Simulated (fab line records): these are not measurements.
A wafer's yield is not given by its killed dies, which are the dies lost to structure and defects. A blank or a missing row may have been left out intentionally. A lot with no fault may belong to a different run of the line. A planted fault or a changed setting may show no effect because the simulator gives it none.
fab line records	flow n5_finfet
[record] lots = 7	wafers = 21
route steps=1938 shown BEOL_M13@1696 BEOL_M14@1762 BEOL_M15@1773 PAD_METAL@1895
start_h: hours from the record's first day to the start of the lot's first wafer shown	wait_h: hours from the lot's prior step to this one	" identical to the entry in the row above	L1.1+2: one row covering several wafers at once	- value missing, or start not given	* or withheld: withheld	< > ~ a bound
route shown NAME@n: a module of which the file shows steps, and the number in the route of the first	usual: mean/standard deviation of fault-free wafers	same: alike in all rows	chamber/n: place in a boat	sites: the reading at each site	_std_site: standard deviation across them	_edge_site: mean of outer sites minus mean of inner sites	radius_mm: how far each site lies from the wafer's centre	mask NAME#n: copy n	behind: the tool/chamber that last shaped the wafer	hold: why the lot went on hold/how many hours it stayed there/how the hold came to an end	device: which transistor (n, p or np) failed to switch	end of line: the tests these same wafers got at the end of their route	step lacking rows: just its recipe	killed: at the first sort, the dies lost to defects and structure; wafer yield is something else	map: a wafer's dies, x killed, . not, _ none there
set.NAME: the setting as run; set.NAME@STEP: as run at that earlier step	model.NAME: the simulator's own value behind a step, which no gauge read
one table per step and one row per wafer, for lots whose settings were changed on purpose
[[steps]]
[step N5_BEOL_M13_TRENCH_ETCH_34]
[recipe] chemistry = C4F8/O2/Ar	target = SiOC	target_depth_a = 4134.7	mask_material = SOC	pressure_mtorr = 30	source_w = 3000	bias_w = 700	Ar_flow_sccm = 400	C4F8_flow_sccm = 15	O2_flow_sccm = 8	he_inner_torr = 15	he_outer_torr = 30	time_s = 162.6	ion_energy_ev = 250
lot.wafer	tool	chamber	start_h	wait_h	set.time_s	model.etch.depth_nm
L085.1	rie_diel-01	0	296.40	0.0	146.7	379.4
L085.2	"	3	"	"	162.6	418.2
L085.6	"	2	"	"	146.7	373.1
L086.1	rie_diel-01	1	335.69	0.0	173.7	440.5
L086.2	"	3	"	"	162.6	418.3
L086.5	"	2	"	"	173.7	441.6
L088.1	rie_diel-01	1	336.24	0.0	162.6	405.4
L088.2	"	3	"	"	162.6	411.3
L088.3	"	2	"	"	162.6	403.8
L090.1	rie_diel-05	2	347.64	0.0	162.6	408
L090.2	"	0	"	"	151.7	383.8
L090.3	"	1	"	"	162.6	411.4
L091.3	rie_diel-01	0	350.88	0.0	147.4	383.9
L091.4	"	3	"	"	162.6	417.4
L091.6	"	2	"	"	162.6	411.8
L094.2	rie_diel-06	1	371.12	0.0	162.6	414.6
L094.5	"	1	"	"	162.6	414.3
L094.6	"	3	"	"	162.6	409.2
L096.3	rie_diel-06	3	390.67	0.0	149.8	370
L096.4	"	1	"	"	162.6	410.5
L096.5	"	0	"	"	162.6	414.4
[step N5_BEOL_M13_STRIP_70]
[recipe] chemistry = C4F8/O2/Ar	resist = SiARC	rf_frequency_hz = 6e+07
[step N5_BEOL_M13_OCD_MEAS_35]
[usual] trench_depth_nm = 414/4.7
lot.wafer	tool	chamber	start_h	wait_h	set.time_s@BEOL_M13_TRENCH_ETCH_34	trench_depth_nm
L085.1	ocd-02	-	296.57	0.0	146.7	380
L085.2	"	-	"	"	162.6	418
L085.6	"	-	"	"	146.7	373
L086.1	ocd-01	-	335.87	0.0	173.7	440
L086.2	"	-	"	"	162.6	418
L086.5	"	-	"	"	173.7	442
L088.1	ocd-02	-	336.42	0.0	162.6	406
L088.2	"	-	"	"	162.6	412
L088.3	"	-	"	"	162.6	404
L090.1	ocd-01	-	347.81	0.0	162.6	408
L090.2	"	-	"	"	151.7	384
L090.3	"	-	"	"	162.6	411
L091.3	ocd-02	-	351.06	0.0	147.4	384
L091.4	"	-	"	"	162.6	417
L091.6	"	-	"	"	162.6	411
L094.2	ocd-01	-	371.29	0.0	162.6	415
L094.5	"	-	"	"	162.6	414
L094.6	"	-	"	"	162.6	409
L096.3	ocd-01	-	390.85	0.0	149.8	370
L096.4	"	-	"	"	162.6	410
L096.5	"	-	"	"	162.6	415
[step N5_BEOL_M13_STRIP_37]
[recipe] chemistry = N2/H2	power_w = 1000	temp_c = 250	h2_frac = 0.65	overash_fraction = 0.3	pressure_mtorr = withheld	n2_flow_sccm = 1750	h2_flow_sccm = 3250
[step N5_BEOL_M13_ETCH_38]
[recipe] chemistry = CF4/N2	target = SiCN	target_depth_a = 675	taper_deg = 2	time_s = 71.9	ion_energy_ev = 150	mask_material = SiO2	pressure_mtorr = 40	source_w = 430	bias_w = 70	Ar_flow_sccm = 100	cf4_flow_sccm = 60	n2_flow_sccm = 60
[step N5_BEOL_M13_ECD_47]
[recipe] material = Cu	target_thk_a = 9360
[step N5_BEOL_M13_ANNEAL_48]
[recipe] temp_c = 225	time_s = 90	ambient = N2
[step N5_BEOL_M13_CMP_49]
[recipe] stop_on = SiOC	t_overpolish_s = 17.1	down_force_psi = 1	platen_rpm = 50	clearing_platen_down_force_psi = 1.5	clearing_platen_rpm = 50	post_cmp_clean = cu_alkaline	target_thk_nm = 420	clearing_platen_pad_velocity_m_s = 0.99484	pad_velocity_m_s = 0.99484
lot.wafer	tool	chamber	start_h	wait_h	set.time_s@BEOL_M13_TRENCH_ETCH_34	model.Cu_of_BEOL_M13_ECD_47.thk_nm
L085.2	cmp-04	0	303.39	0.2	162.6	425.2
L085.1	"	2	"	"	146.7	385
L085.6	"	0	"	"	146.7	380.6
L088.3	cmp-01	1	340.05	0.2	162.6	409.6
L088.1	"	2	"	"	162.6	411.2
L088.2	"	3	"	"	162.6	416.6
L086.1	cmp-03	3	341.29	0.3	173.7	447
L086.2	"	1	"	"	162.6	426.6
L086.5	"	0	"	"	173.7	447.4
L090.3	cmp-03	2	349.12	0.2	162.6	416.8
L090.1	"	3	"	"	162.6	414.6
L090.2	"	0	"	"	151.7	389.6
L091.4	cmp-03	0	352.98	0.6	162.6	422
L091.3	"	1	"	"	147.4	391
L091.6	"	0	"	"	162.6	418.2
L094.2	cmp-01	0	373.10	0.2	162.6	420.2
L094.6	"	3	"	"	162.6	414.4
L094.5	"	0	"	"	162.6	421.8
L096.4	cmp-01	0	394.14	0.1	162.6	417.2
L096.3	"	1	"	"	149.8	376
L096.5	"	0	"	"	162.6	420.6
[step N5_BEOL_M13_THK_MEAS_50]
[recipe] thk_meas_gauge = xrf	reads = Cu_of_BEOL_M13_ECD_47
[usual] M13_THK = 420/5.8
lot.wafer	tool	chamber	start_h	wait_h	set.time_s@BEOL_M13_TRENCH_ETCH_34	M13_THK[nm]
L085.1	film_metro-01	-	303.64	-	146.7	382
L085.2	"	-	"	"	162.6	425
L085.6	"	-	"	"	146.7	379
L088.1	film_metro-01	-	340.30	-	162.6	414
L088.2	"	-	"	"	162.6	420
L088.3	"	-	"	"	162.6	411
L086.1	film_metro-02	-	341.59	-	173.7	451
L086.2	"	-	"	"	162.6	431
L086.5	"	-	"	"	173.7	452
L090.1	film_metro-02	-	349.38	-	162.6	413
L090.2	"	-	"	"	151.7	386
L090.3	"	-	"	"	162.6	415
L091.3	film_metro-01	-	353.27	-	147.4	394
L091.4	"	-	"	"	162.6	425
L091.6	"	-	"	"	162.6	420
L094.2	film_metro-01	-	373.36	-	162.6	422
L094.5	"	-	"	"	162.6	426
L094.6	"	-	"	"	162.6	419
L096.3	film_metro-02	-	394.43	-	149.8	375
L096.4	"	-	"	"	162.6	414
L096.5	"	-	"	"	162.6	419
[step N5_BEOL_M13_PRE_CLEAN_52]
[recipe] gas = NH3	time_s = 15	temp_c = withheld	rf_power_w = 300
[step N5_BEOL_M13_DEP_53]
[recipe] material = SiCN	target_thk_a = 500	temp_c = withheld	precursor = 3MS/NH3	pressure_torr = 3	rf_w = 675	time_s = 17.8
[step N5_BEOL_M13_RS_MEAS_54]
[recipe] thk_meas_gauge = four-point-probe	reads = Cu_of_BEOL_M13_ECD_47+Ta_of_BEOL_M13_SPUTTER_44+TaN_of_BEOL_M13_SPUTTER_43
[usual] M13_RS = 0.0449/0.00054
lot.wafer	tool	chamber	start_h	wait_h	set.time_s@BEOL_M13_TRENCH_ETCH_34	M13_RS[ohm/sq]
L085.1	film_metro-02	-	303.80	0.1	146.7	0.0492
L085.2	"	-	"	"	162.6	0.0444
L085.6	"	-	"	"	146.7	0.0498
L088.1	film_metro-02	-	340.43	0.0	162.6	0.0458
L088.2	"	-	"	"	162.6	0.0453
L088.3	"	-	"	"	162.6	0.0461
L086.1	film_metro-01	-	341.72	0.0	173.7	0.0421
L086.2	"	-	"	"	162.6	0.0441
L086.5	"	-	"	"	173.7	0.0420
L090.1	film_metro-02	-	349.51	0.0	162.6	0.0455
L090.2	"	-	"	"	151.7	0.0485
L090.3	"	-	"	"	162.6	0.0454
L091.3	film_metro-02	-	353.40	0.1	147.4	0.0484
L091.4	"	-	"	"	162.6	0.0448
L091.6	"	-	"	"	162.6	0.0451
L094.2	film_metro-02	-	373.49	0.1	162.6	0.0449
L094.5	"	-	"	"	162.6	0.0448
L094.6	"	-	"	"	162.6	0.0456
L096.3	film_metro-02	-	394.56	0.1	149.8	0.0504
L096.4	"	-	"	"	162.6	0.0454
L096.5	"	-	"	"	162.6	0.0449
[step N5_BEOL_M14_SPUTTER_43]
[recipe] material = TaN	target_thk_a = 150	temp_c = 50	bias_v = 168.6	power_w = 15000	chamber_pressure_pa = 0.12	time_s = 24.19
lot.wafer	tool	chamber	start_h	wait_h	set.power_w	model.TaN_of_BEOL_M14_SPUTTER_43.thk_nm
L085.1+2	pvd_sputter-03	-	311.15	0.0	16590	16.8
L085.6	"	-	"	"	15000	15.2
L088.1+3	pvd_sputter-01	-	343.86	0.0	15000	15.4
L088.2	"	-	"	"	15000	15.2
L086.1	pvd_sputter-02	-	347.06	0.0	16190	16.2
L086.2	"	-	"	"	15000	14.8
L086.5	"	-	"	"	15000	15
L090.1	pvd_sputter-02	-	355.45	0.0	15000	15
L090.2	"	-	"	"	12530	12.6
L090.3	"	-	"	"	15000	14.6
L091.3	pvd_sputter-03	-	356.34	0.0	15000	14.8
L091.4	"	-	"	"	15000	15
L091.6	"	-	"	"	13190	12.8
L094.2	pvd_sputter-03	-	380.76	0.0	13540	13.6
L094.5	"	-	"	"	15000	15
L094.6	"	-	"	"	15000	14.6
L096.3+4	pvd_sputter-01	-	398.60	0.0	15860	16
L096.5	"	-	"	"	15000	15.2
[step N5_BEOL_M15_ILD_DEP_00]
[recipe] material = SiO2	target_thk_a = 16293	temp_c = 400	precursor = TEOS/O2	pressure_torr = 6.5	rf_w = 900	teos_flow_sccm = 161.4	gas = O2	flow_sccm = 2650	time_s = 346.1
lot.wafer	tool	chamber	start_h	wait_h	set.time_s	model.SiO2_of_BEOL_M15_ILD_DEP_00.thk_nm
L085.1	pecvd-04	1	312.49	0.0	304.7	1408
L085.2	"	2	"	"	346.1	1595
L085.6	"	2	"	"	346.1	1625
L088.1	pecvd-02	1	345.49	0.0	346.1	1616
L088.2	"	0	"	"	346.1	1634
L088.3	"	2	"	"	346.1	1632
L086.1	pecvd-02	0	348.31	0.0	395.4	1851
L086.2	"	1	"	"	395.4	1833
L086.5	"	0	"	"	346.1	1662
L090.1	pecvd-02	2	356.72	0.0	329.9	1541
L090.2	"	1	"	"	329.9	1553
L090.3	"	0	"	"	329.9	1568
L091.3	pecvd-03	0	358.81	0.0	346.1	1603
L091.4	"	0	"	"	346.1	1613
L091.6	"	1	"	"	346.1	1600
L094.2	pecvd-02	2	382.68	0.0	371.7	1730
L094.5	"	1	"	"	371.7	1741
L094.6	"	0	"	"	346.1	1669
L096.3	pecvd-03	1	400.09	0.0	326.3	1538
L096.4	"	1	"	"	326.3	1554
L096.5	"	0	"	"	346.1	1635
[step N5_BEOL_M15_THK_MEAS_01]
[recipe] reads = SiO2_of_BEOL_M15_ILD_DEP_00
[usual] M15_ILD_THK = 1623/22
lot.wafer	tool	chamber	start_h	wait_h	set.time_s@BEOL_M15_ILD_DEP_00	M15_ILD_THK[nm]
L085.1	film_metro-02	-	312.74	0.1	304.7	1408
L085.2	"	-	"	"	346.1	1594
L085.6	"	-	"	"	346.1	1626
L088.1	film_metro-01	-	345.74	0.1	346.1	1617
L088.2	"	-	"	"	346.1	1634
L088.3	"	-	"	"	346.1	1633
L086.1	film_metro-01	-	348.56	0.1	395.4	1851
L086.2	"	-	"	"	395.4	1833
L086.5	"	-	"	"	346.1	1662
L090.1	film_metro-01	-	356.97	0.1	329.9	1541
L090.2	"	-	"	"	329.9	1554
L090.3	"	-	"	"	329.9	1568
L091.3	film_metro-02	-	359.06	0.1	346.1	1602
L091.4	"	-	"	"	346.1	1613
L091.6	"	-	"	"	346.1	1600
L094.2	film_metro-02	-	382.93	0.1	371.7	1730
L094.5	"	-	"	"	371.7	1741
L094.6	"	-	"	"	346.1	1668
L096.3	film_metro-02	-	400.35	0.1	326.3	1537
L096.4	"	-	"	"	326.3	1553
L096.5	"	-	"	"	346.1	1636
[step N5_BEOL_M15_EXPOSE_07]
[recipe] mask_id = V14	na = 0.8	source_shape = annular	sigma_inner = 0.5	sigma_outer = 0.8	polarization = unpolarized	attpsm_phase_deg = 180	dose_mj = 41.25
lot.wafer	tool	chamber	start_h	wait_h	mask	set.dose_mj
L085.1	krf_scanner-01	0	312.87	-	V14#0	41.25
L085.2+6	"	0	"	"	V14#0	42.11
L088.1+2+3	krf_scanner-02	0	345.87	-	V14#0	41.25
L086.1	krf_scanner-01	0	348.82	-	V14#0	41.25
L086.2+5	"	0	"	"	V14#0	39.77
L090.1+2+3	krf_scanner-02	0	357.23	-	V14#0	41.25
L091.3+6	krf_scanner-01	0	359.33	-	V14#0	38.78
L091.4	"	0	"	"	V14#0	41.25
L094.2+5+6	krf_scanner-01	0	383.07	-	V14#0	41.25
L096.3+5	krf_scanner-02	0	400.61	-	V14#0	43.86
L096.4	"	0	"	"	V14#0	41.25
[step N5_BEOL_M15_PEB_08]
[recipe] peb_temp_c = 130	peb_time_s = 90
[step N5_BEOL_M15_DEVELOP_09]
[recipe] develop_time_s = 45	rinse_liquid = diw	dry = air_spin	dev_temp_c = 21
[step N5_BEOL_M15_HARDBAKE_14]
[recipe] temp_c = 130	time_s = 120
[step N5_BEOL_M15_CD_MEAS_10]
[recipe] target_cd_nm = 360	landing_energy_ev = 500	detector = se_inlens	polarity = opening
[usual] cd_nm = 359.6/2
lot.wafer	tool	chamber	start_h	wait_h	set.dose_mj@BEOL_M15_EXPOSE_07	cd_nm
L085.1	cd_sem-02	0	313.04	-	41.25	361.3
L085.2	"	0	"	"	42.11	363.7
L085.6	"	0	"	"	42.11	361.2
L088.1	cd_sem-03	0	346.05	-	41.25	358.0
L088.2	"	0	"	"	41.25	357.1
L088.3	"	0	"	"	41.25	356.3
L086.1	cd_sem-01	0	349.00	-	41.25	360.1
L086.2	"	0	"	"	39.77	358.0
L086.5	"	0	"	"	39.77	356.7
L090.1	cd_sem-01	0	357.40	-	41.25	361.9
L090.2	"	0	"	"	41.25	361.8
L090.3	"	0	"	"	41.25	359.1
L091.3	cd_sem-01	0	359.49	-	38.78	351.2
L091.4	"	0	"	"	41.25	360.7
L091.6	"	0	"	"	38.78	352.6
L094.2	cd_sem-01	0	383.23	-	41.25	359.7
L094.5	"	0	"	"	41.25	360.9
L094.6	"	0	"	"	41.25	360.8
L096.3	cd_sem-03	0	400.77	-	43.86	372.1
L096.4	"	0	"	"	41.25	358.3
L096.5	"	0	"	"	43.86	371.1
[step N5_BEOL_M15_DESCUM_15]
[recipe] chemistry = O2	time_s = 7.9	source_power_w = 50	bias_power_w = 20	pressure_mtorr = 20	rf_frequency_hz = 2.712e+07	temp_c = 40	o2_flow_sccm = 225
[step N5_BEOL_M15_ETCH_59]
[recipe] chemistry = N2/H2	target = BARC	target_depth_a = 890	overetch_a = 267	time_s = 67.9	ion_energy_ev = 200	pressure_mtorr = 30	source_w = 840	bias_w = 150	n2_flow_sccm = 200	h2_flow_sccm = 200
[step N5_BEOL_M15_VIA_ETCH_16]
[recipe] chemistry = C4F8/O2/Ar	target = SiO2	he_inner_torr = 15	he_outer_torr = 30	target_depth_a = 17922	time_s = withheld	ion_energy_ev = 800	pressure_mtorr = 20	source_w = 1905	bias_w = 2040	Ar_flow_sccm = 400	C4F8_flow_sccm = 16	O2_flow_sccm = 12	ends = cleared
lot.wafer	tool	chamber	start_h	wait_h	set.time_s@BEOL_M15_ILD_DEP_00	model.etch.depth_nm	model.coat_of_BEOL_M15_COAT_04.thk_nm
L085.1	rie_diel-01	3	313.22	0.0	*	1408	379
L085.2	"	0	"	"	*	1595	344.6
L085.6	"	3	"	"	*	1625	324.2
L088.1	rie_diel-06	2	346.22	0.0	*	1616	343.8
L088.2	"	0	"	"	*	1634	338.4
L088.3	"	1	"	"	*	1632	333.8
L086.1	rie_diel-05	0	349.48	0.0	*	1851	279.4
L086.2	"	3	"	"	*	1833	281
L086.5	"	0	"	"	*	1662	323.2
L090.1	rie_diel-05	0	357.61	0.0	*	1541	355.2
L090.2	"	2	"	"	*	1553	354.8
L090.3	"	1	"	"	*	1568	353.4
L091.3	rie_diel-05	2	359.68	0.0	*	1603	345.6
L091.4	"	0	"	"	*	1613	339
L091.6	"	3	"	"	*	1600	340.2
L094.2	rie_diel-01	0	383.41	0.0	*	1730	310.2
L094.5	"	2	"	"	*	1741	311.2
L094.6	"	3	"	"	*	1669	317.2
L096.3	rie_diel-06	0	400.95	0.0	*	1538	360.6
L096.4	"	1	"	"	*	1554	349.6
L096.5	"	0	"	"	*	1635	336.6
[step N5_BEOL_M15_STRIP_63]
[recipe] chemistry = O2	power_w = 600	temp_c = 60	pressure_mtorr = 30	rf_frequency_hz = 6e+07	bias_power_w = 0	overash_fraction = 0.3	o2_flow_sccm = 225
lot.wafer	tool	chamber	start_h	wait_h	set.pressure_mtorr
L085.1+2+6	rie_diel-01	3,0,3	-	-	27.06
L088.1+2+3	rie_diel-06	2,0,1	-	-	30
L086.1+2+5	rie_diel-05	0,3,0	-	-	26.72
L090.1+2+3	rie_diel-05	0,2,1	-	-	23.8
L091.3+4+6	rie_diel-05	2,0,3	-	-	33.66
L094.2+5+6	rie_diel-01	0,2,3	-	-	30
L096.3+4+5	rie_diel-06	0,1,0	-	-	32.66
[step N5_BEOL_M15_STRIP_64]
[recipe] chemistry = O2	power_w = 600	temp_c = 60	pressure_mtorr = 30	rf_frequency_hz = 6e+07	bias_power_w = 0	overash_fraction = 0.3	o2_flow_sccm = 225
[step N5_BEOL_M15_STRIP_65]
[recipe] chemistry = post_etch_residue_remover	time_s = 60	temp_c = 25	remover_ph = withheld	remover_water_wt_pct = withheld	remover_fluoride_wt_pct = withheld
[step N5_BEOL_M15_SRD_66]
[recipe] time_s = 30	temp_c = 23	rinse_liquid = diw	dry = n2_spin	spin_rpm = 1500	dry_time_s = 30
[step N5_BEOL_M15_CD_MEAS_17]
[recipe] target_cd_nm = 360	polarity = opening
[usual] cd_nm = 360.9/2.5
lot.wafer	tool	chamber	start_h	wait_h	set.dose_mj@BEOL_M15_EXPOSE_07	cd_nm
L085.1	cd_sem-02	-	313.63	0.0	41.25	362.7
L085.2	"	-	"	"	42.11	365.4
L085.6	"	-	"	"	42.11	363.7
L088.1	cd_sem-03	-	346.63	0.0	41.25	358.9
L088.2	"	-	"	"	41.25	359.8
L088.3	"	-	"	"	41.25	359.5
L086.1	cd_sem-02	-	349.89	0.0	41.25	362.0
L086.2	"	-	"	"	39.77	361.5
L086.5	"	-	"	"	39.77	357.7
L090.1	cd_sem-03	-	358.02	0.0	41.25	362.9
L090.2	"	-	"	"	41.25	363.1
L090.3	"	-	"	"	41.25	362.1
L091.3	cd_sem-03	-	360.09	0.0	38.78	351.1
L091.4	"	-	"	"	41.25	360.8
L091.6	"	-	"	"	38.78	352.3
L094.2	cd_sem-03	-	383.82	0.0	41.25	361.2
L094.5	"	-	"	"	41.25	361.3
L094.6	"	-	"	"	41.25	362.5
L096.3	cd_sem-03	-	401.36	0.0	43.86	374.5
L096.4	"	-	"	"	41.25	361.0
L096.5	"	-	"	"	43.86	375.3
[step N5_PASSIVATION_SPUTTER_20]
[recipe] material = TaN	target_thk_a = 500	temp_c = 25	chamber_pressure_pa = 0.4
lot.wafer	tool	chamber	start_h	wait_h	set.target_thk_a	model.TaN_of_PASSIVATION_SPUTTER_20.thk_nm
L085.1+2	pvd_sputter-03	-	325.77	0.0	446.1	44.8
L085.6	"	-	"	"	446.1	44.4
L088.1	pvd_sputter-02	-	359.48	0.0	500	49.8
L088.2	"	-	"	"	500	51
L088.3	"	-	"	"	500	50.2
L086.1+5	pvd_sputter-02	-	368.15	0.0	469.5	46
L086.2	"	-	"	"	500	48.8
L090.1	pvd_sputter-01	-	372.39	0.0	500	49.8
L090.2	"	-	"	"	500	50
L090.3	"	-	"	"	500	50.4
L091.3	pvd_sputter-02	-	377.01	0.0	536.1	52.6
L091.4	"	-	"	"	500	49
L091.6	"	-	"	"	500	48.6
L094.2	pvd_sputter-01	-	397.26	0.0	500	49.8
L094.5	"	-	"	"	530.4	53.4
L094.6	"	-	"	"	500	50.2
L096.3	pvd_sputter-03	-	413.52	0.0	500	49.2
L096.4	"	-	"	"	500	49.4
L096.5	"	-	"	"	500	49
[[key]]
[split] step = N5_BEOL_M13_TRENCH_ETCH_34	setting = time_s	stated = 162.6	by = wafer
[response] step = N5_BEOL_M13_TRENCH_ETCH_34	reading = model.etch.depth_nm	change = +4.05	per = 1%	r = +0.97
[response] step = N5_BEOL_M13_OCD_MEAS_35	reading = trench_depth_nm	change = +3.99	per = 1%	r = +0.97
[response] step = N5_BEOL_M13_CMP_49	reading = model.Cu_of_BEOL_M13_ECD_47.thk_nm	change = +3.98	per = 1%	r = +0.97
[response] step = N5_BEOL_M13_THK_MEAS_50	reading = M13_THK	change = +4.06	per = 1%	r = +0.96
[response] step = N5_BEOL_M13_RS_MEAS_54	reading = M13_RS	change = -0.000469	per = 1%	r = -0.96
[split] step = N5_BEOL_M14_SPUTTER_43	setting = power_w	stated = 15000	by = wafer
[response] step = N5_BEOL_M14_SPUTTER_43	reading = model.TaN_of_BEOL_M14_SPUTTER_43.thk_nm	change = +0.146	per = 1%	r = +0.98
[split] step = N5_BEOL_M15_ILD_DEP_00	setting = time_s	stated = 346.1	by = wafer
[response] step = N5_BEOL_M15_ILD_DEP_00	reading = model.SiO2_of_BEOL_M15_ILD_DEP_00.thk_nm	change = +13.8	per = 1%	r = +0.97
[response] step = N5_BEOL_M15_THK_MEAS_01	reading = M15_ILD_THK	change = +13.8	per = 1%	r = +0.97
[response] step = N5_BEOL_M15_VIA_ETCH_16	reading = model.etch.depth_nm	change = +13.8	per = 1%	r = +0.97
[response] step = N5_BEOL_M15_VIA_ETCH_16	reading = model.coat_of_BEOL_M15_COAT_04.thk_nm	change = -3	per = 1%	r = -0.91
[split] step = N5_BEOL_M15_EXPOSE_07	setting = dose_mj	stated = 41.25	by = wafer
[response] step = N5_BEOL_M15_CD_MEAS_10	reading = cd_nm	change = +1.6	per = 1%	r = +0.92
[response] step = N5_BEOL_M15_CD_MEAS_17	reading = cd_nm	change = +1.66	per = 1%	r = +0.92
[split] step = N5_BEOL_M15_STRIP_63	setting = pressure_mtorr	stated = 30	by = lot
response none clear
[split] step = N5_PASSIVATION_SPUTTER_20	setting = target_thk_a	stated = 500	by = wafer
[response] step = N5_PASSIVATION_SPUTTER_20	reading = model.TaN_of_PASSIVATION_SPUTTER_20.thk_nm	change = +0.516	per = 1%	r = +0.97
